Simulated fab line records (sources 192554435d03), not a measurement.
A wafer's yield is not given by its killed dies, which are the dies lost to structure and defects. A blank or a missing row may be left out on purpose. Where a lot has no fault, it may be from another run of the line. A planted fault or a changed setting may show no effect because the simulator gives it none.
Chamber matching	flow n5Finfet	N5_BEOL_M14_CMP_49 on cmp-04 has 4 sister chambers
The step polishes, stops on SiO2, t overpolish 5.2 s, target thk 560 nm. 8 wafers are shown with their chamber, then 12 later ones without.

WAFERS, EACH WITH ITS CHAMBER
wafer	chamber	motorCurrentA (A)	timeToEndpointS (s)
L083.2	2	7.8	120
L083.5	2	7.7	118
L085.2	1	6.5	121
L085.3	0	8.3	119
L085.5	3	9.0	119
L086.1	3	8.8	124
L086.5	1	6.7	122
L086.6	0	8.4	121

WAFERS WITH NO CHAMBER GIVEN
wafer	motorCurrentA (A)	timeToEndpointS (s)
L087.1	6.7	122
L087.4	9.1	119
L087.6	6.5	122
L087.2	8.3	121
L087.3	7.7	121
L087.5	7.8	119
L091.1	7.4	119
L091.2	8.2	124
L091.5	8.2	122
L088.1	6.9	121
L088.3	8.2	124
L088.5	7.5	123

CHAMBER TAKEN BY EACH
wafer	from the rows above	in truth
L087.1	1	1
L087.4	3	3
L087.6	1	1
L087.2	0	0
L087.3	2	2
L087.5	2	2
L091.1	2	2
L091.2	0	0
L091.5	0	0
L088.1	1	1
L088.3	0	0
L088.5	2	2
Correctly placed: 12 of 12. Not placeable from these rows: 0. Placed wrongly: 0.
How it was worked out, from the rows above alone: a wafer's distance from a chamber is the root of the sum, over the readings, of the square of ((its reading less the chamber's mean) divided by the reading's scatter). The wafer belongs to the nearest chamber; if the next one is less than 2 further off, it can't be placed. The mean given for a chamber averages the wafers shown for that chamber. The scatter is the square root of a quotient: the sum, over the shown wafers, of each reading's squared deviation from its chamber's mean, divided by wafers minus chambers.
